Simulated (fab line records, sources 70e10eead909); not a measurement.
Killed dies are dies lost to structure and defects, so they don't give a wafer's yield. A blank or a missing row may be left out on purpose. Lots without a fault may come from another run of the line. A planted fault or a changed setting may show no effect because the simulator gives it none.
Which tool did it? | flow nand_harc | 14 lots, 42 wafers sampled, at 4 steps of a route of 1302

WHAT THE GAUGES READ, wafer by wafer
NHARC_A_M1_OVL_MEAS_10: pitch 240 nm.
lot  | measured     | on         | overlay_x_nm (nm) | overlay_y_nm (nm)
L837 | day 22 02:35 | overlay-01 | -0.1 0.5 0.5      | -0.1 -0.6 -0.2
L836 | day 22 16:13 | overlay-01 | 0.2 0.0 0.3       | -0.7 -0.5 -0.6
L840 | day 23 21:52 | overlay-01 | 0.0 -0.8 -0.3     | 0.0 -0.1 -0.6
L844 | day 25 09:59 | overlay-02 | 0.4 -0.7 -0.2     | -0.2 -0.2 0.2
L845 | day 26 01:30 | overlay-01 | 1.5 2.1 2.8       | 1.2 1.4 1.3
L846 | day 26 02:46 | overlay-02 | -2.6 -2.1 -0.9    | -0.6 -0.6 -1.1
L852 | day 28 08:15 | overlay-02 | 0.0 0.0 -0.4      | 0.8 1.0 0.8
L853 | day 28 12:12 | overlay-02 | -0.7 -0.7 -0.4    | 1.3 1.4 2.0
L855 | day 29 03:07 | overlay-02 | 1.2 1.8 1.1       | -1.4 -1.3 -1.5
L854 | day 29 03:57 | overlay-01 | -0.3 -0.4 -0.6    | 0.4 -0.1 0.1
L857 | day 30 09:01 | overlay-02 | -0.8 -0.4 -0.3    | 1.1 0.9 0.9
L856 | day 30 10:04 | overlay-02 | -0.3 -0.9 -0.6    | 1.3 1.0 0.9
L859 | day 31 11:06 | overlay-02 | -0.1 0.0 -0.4     | 2.0 1.5 1.7
L858 | day 31 15:50 | overlay-02 | 0.6 0.2 0.9       | -0.2 -0.4 -0.9

NHARC_A_M1_CD_MEAS_16.
lot  | measured     | on        | cd_nm (nm)
L837 | day 22 03:01 | cd_sem-02 | 120.3 119.3 120.5
L836 | day 22 16:37 | cd_sem-03 | 120.0 120.0 120.3
L840 | day 23 22:19 | cd_sem-02 | 120.5 119.4 119.7
L844 | day 25 10:35 | cd_sem-02 | 120.3 121.1 120.3
L845 | day 26 01:57 | cd_sem-02 | 119.5 119.6 120.6
L846 | day 26 03:13 | cd_sem-01 | 120.2 119.4 120.3
L852 | day 28 08:39 | cd_sem-02 | 119.5 119.3 119.8
L853 | day 28 12:38 | cd_sem-01 | 120.2 119.4 120.3
L855 | day 29 03:31 | cd_sem-03 | 120.1 120.2 120.0
L854 | day 29 04:21 | cd_sem-03 | 120.3 119.8 120.0
L857 | day 30 09:25 | cd_sem-03 | 120.0 120.5 119.1
L856 | day 30 10:28 | cd_sem-01 | 119.5 119.9 119.0
L859 | day 31 11:30 | cd_sem-02 | 120.4 120.7 120.3
L858 | day 31 16:15 | cd_sem-02 | 119.8 120.0 119.9

WHICH TOOL RAN EACH LOT (tool, then ch and the chambers of the sampled wafers, then the start)
lot  | NHARC_A_M0_DEP_32               | NHARC_A_M1_DEP_00
L837 | pecvd-02 ch 0,1,2, day 22 01:15 | pecvd-03 ch 0,1,2, day 22 01:40
L836 | pecvd-02 ch 0,1,2, day 22 15:05 | pecvd-03 ch 0,1,2, day 22 15:31
L840 | pecvd-02 ch 1,2, day 23 20:41   | pecvd-03 ch 0,1, day 23 21:04
L844 | pecvd-02 ch 0,1, day 25 08:40   | pecvd-01 ch 0,1,2, day 25 09:07
L845 | pecvd-03 ch 1,2, day 26 00:20   | pecvd-02 ch 0,1,2, day 26 00:42
L846 | pecvd-03 ch 0,2, day 26 01:28   | pecvd-03 ch 0,2, day 26 01:53
L852 | pecvd-03 ch 0,1, day 28 06:56   | pecvd-03 ch 0,2, day 28 07:22
L853 | pecvd-02 ch 0,1, day 28 10:30   | pecvd-03 ch 0,2, day 28 11:19
L855 | pecvd-03 ch 0,1, day 29 01:47   | pecvd-02 ch 0,2, day 29 02:17
L854 | pecvd-01 ch 0,1,2, day 29 02:40 | pecvd-03 ch 0,1,2, day 29 03:04
L857 | pecvd-02 ch 0,1, day 30 07:35   | pecvd-03 ch 2, day 30 08:01
L856 | pecvd-02 ch 1,2, day 30 08:52   | pecvd-01 ch 0,1, day 30 09:16
L859 | pecvd-03 ch 0,2, day 31 09:47   | pecvd-03 ch 0,2, day 31 10:13
L858 | pecvd-03 ch 1,2, day 31 14:31   | pecvd-01 ch 0,1,2, day 31 14:55
- NHARC_A_M0_DEP_32: deposits SiCN, target thk 30 nm.
- NHARC_A_M1_DEP_00: deposits SiOC, target thk 182.5 nm.

WHAT THE TOOLS THEMSELVES READ (means of the sampled wafers that have a number; where no wafer has one, the mark that the record gives instead)
NHARC_A_M0_DEP_32.
lot  | tool     | chamber_pressure_Torr (Torr) | heater_power_outer_w (W) | heater_power_w (W)
L837 | pecvd-02 | 2.994                        | 385                      | 653
L836 | pecvd-02 | 2.995                        | 377                      | 650
L840 | pecvd-02 | 3.008                        | 361                      | 633
L844 | pecvd-02 | 3.005                        | 330                      | 609
L845 | pecvd-03 | 3.004                        | 271                      | 470
L846 | pecvd-03 | 3.005                        | 292                      | 541
L852 | pecvd-03 | 3.004                        | 319                      | 544
L853 | pecvd-02 | 3.003                        | 339                      | 625
L855 | pecvd-03 | 3.004                        | 294                      | 493
L854 | pecvd-01 | 2.991                        | 331                      | 581
L857 | pecvd-02 | 2.996                        | 359                      | 644
L856 | pecvd-02 | 2.998                        | 391                      | 668
L859 | pecvd-03 | 2.997                        | 246                      | 473
L858 | pecvd-03 | 2.996                        | 283                      | 470

NHARC_A_M1_DEP_00.
lot  | tool     | chamber_pressure_Torr (Torr) | rf_fwd_power_W (W)
L837 | pecvd-03 | 5.013                        | 598.8
L836 | pecvd-03 | 5.015                        | 597.6
L840 | pecvd-03 | 4.995                        | 599.3
L844 | pecvd-01 | 4.997                        | 598.9
L845 | pecvd-02 | -                            | -
L846 | pecvd-03 | -                            | -
L852 | pecvd-03 | 5.002                        | 599.4
L853 | pecvd-03 | 4.998                        | 599.0
L855 | pecvd-02 | 5.002                        | 599.6
L854 | pecvd-03 | 5.000                        | 598.5
L857 | pecvd-03 | 5.003                        | 599.1
L856 | pecvd-01 | 4.999                        | 598.9
L859 | pecvd-03 | 4.993                        | 598.7
L858 | pecvd-01 | 4.993                        | 598.5

THE ANSWER, worked out from the rows above alone
Rule: what is usual is taken from the lots themselves. Put in order of their means at a reading, lots are off if they are a third of the lots or fewer, leave a main group of 4 or more, and stand apart from it by a gap of 3 or more times the standard deviation of the main group's means; of several such gaps the widest counts. A main group whose means are all the same, to the digits that the tables above print for the reading, isn't used. A lot without any number at a reading at which 4 lots or more have one is off too. The other lots that the step has rows for count as sound. The gauges are gone through in route order, then the tools' own readings, and for those a lot's mean is taken as printed above. The first step at which some lot is off is used, and at that step the reading that is off furthest; a lot without a number counts as furthest.
Off: L845, L846, at NHARC_A_M1_DEP_00 (chamber_pressure_Torr). Without a number there: L845, L846. The main group: mean 5.001 Torr, standard deviation 0.0067.
A tool fits if, at that step or a process step before it, it ran every lot that is off, and no sound lot after the first of them. None of those tried fits.

WHAT THE SIMULATOR HAD PUT IN
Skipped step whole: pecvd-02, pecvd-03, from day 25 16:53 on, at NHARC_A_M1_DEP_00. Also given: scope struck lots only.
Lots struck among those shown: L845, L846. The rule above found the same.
